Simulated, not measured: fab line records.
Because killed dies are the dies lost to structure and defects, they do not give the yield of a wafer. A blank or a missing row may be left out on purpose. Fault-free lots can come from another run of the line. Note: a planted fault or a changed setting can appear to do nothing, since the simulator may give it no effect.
Split-lot trial | flow n5-finfet | 21 wafers read from 7 lots, route of 1938 steps

## SPLIT DETAILS
At N5_BEOL_M10_PEB_26 (peb time 60 s), the setting peb-time-s was moved away from the recipe's 60 s on 8 of the 21 wafers read, by -12.1% to +20.6%. For the rest of the wafers, this setting stayed at what the recipe calls for.

## FROM THE SPLIT TO THE READING: what the file shows between them, 1 step
- N5_BEOL_M10_DEVELOP_27: develop time 30 s

## THE READING
cd-nm at N5_BEOL_M10_CD_MEAS_28, given in nm (cd target 70 nm). On this fab line, fault-free wafers typically give 69.9 nm with a standard deviation of 1 nm.

wafer  | tool, chamber at the split | peb-time-s as run, s | against the recipe | cd-nm, nm | against lot-mates on the recipe
L074.3 | litho-track-03, 0          | 60                   | recipe             | 68.2      | -
L074.4 | litho-track-03, 0          | 52.72                | -12.1%             | 63.6      | -4.6
L074.6 | litho-track-03, 0          | 52.72                | -12.1%             | 62.1      | -6.1
L078.1 | litho-track-01, 0          | 60                   | recipe             | 71.0      | -
L078.2 | litho-track-01, 0          | 54.27                | -9.5%              | 64.5      | -6.5
L078.4 | litho-track-01, 0          | 54.27                | -9.5%              | 64.7      | -6.3
L083.4 | litho-track-03, 0          | 60                   | recipe             | 69.7      | -
L083.5 | litho-track-03, 0          | 60                   | recipe             | 68.8      | -
L083.6 | litho-track-03, 0          | 60                   | recipe             | 67.9      | -
L089.2 | litho-track-03, 0          | 60                   | recipe             | 70.3      | -
L089.3 | litho-track-03, 0          | 60                   | recipe             | 71.1      | -
L089.4 | litho-track-03, 0          | 60                   | recipe             | 70.2      | -
L087.2 | litho-track-03, 0          | 60                   | recipe             | 68.7      | -
L087.3 | litho-track-03, 0          | 60                   | recipe             | 69.4      | -
L087.6 | litho-track-03, 0          | 60                   | recipe             | 68.7      | -
L091.2 | litho-track-05, 0          | 54.51                | -9.2%              | 66.9      | -2.4
L091.3 | litho-track-05, 0          | 54.51                | -9.2%              | 67.0      | -2.3
L091.4 | litho-track-05, 0          | 60                   | recipe             | 69.3      | -
L096.1 | litho-track-05, 0          | 60                   | recipe             | 70.3      | -
L096.4 | litho-track-05, 0          | 72.37                | +20.6%             | 76.8      | +6.5
L096.6 | litho-track-05, 0          | 72.37                | +20.6%             | 78.3      | +8.0

FIT RESULTS
A straight line over all 21 wafers: cd-nm changes by +0.422 nm for each +1% of peb-time-s; r = +0.96; the points scatter about the line by 1.1 nm.
The same after taking each lot's own level away (the mean of its wafers on the recipe; 21 wafers): +0.394 nm for each +1%; r = +0.95; scatter 1.1 nm.
On that fit, the largest move of peb-time-s shifts the reading by 8.1 nm.
From 68.20 to 71.00 nm: that is the span of the lots' own levels, equal to 2.8 times the standard deviation above.
The two slopes are in agreement: the lot-to-lot level therefore moves the slope only a little.
Check: with one of the wafers moved furthest among these (+20.6%) left out of the fit, the line predicts +8.62 nm for it against its lot-mates. It came out at +6.5 nm against them.

## ADDITIONAL SPLITS CARRIED BY THESE WAFERS
Note: prior to the reading, these wafers also went through further splits. Each is held against what the fit with the lots' levels taken away leaves over:
other split on the same wafers             | wafers away from the commonest value | r with cd-nm (lot level and that fit taken away)
N5_BEOL_M5_ALD_86 co-reactant-pulse-time-s | 5                                    | -0.37
N5_BEOL_M6_ETCH_62 time-s                  | 5                                    | -0.15
N5_BEOL_M6_DEP_56 time-s                   | 7                                    | +0.32
N5_BEOL_M7_VIA_ETCH_34 bias-w              | 11                                   | +0.24
N5_BEOL_M7_ETCH_41 source-w                | 6                                    | +0.34
N5_BEOL_M9_COAT_60 spin-rpm                | 10                                   | +0.03
N5_BEOL_M9_ETCH_62 time-s                  | 2                                    | -0.03
N5_BEOL_M9_ETCH_66 time-s                  | 8                                    | -0.15

## FILE'S OWN FIT
cd-nm changes by +0.4 nm for each +1% of peb-time-s, r = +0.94.
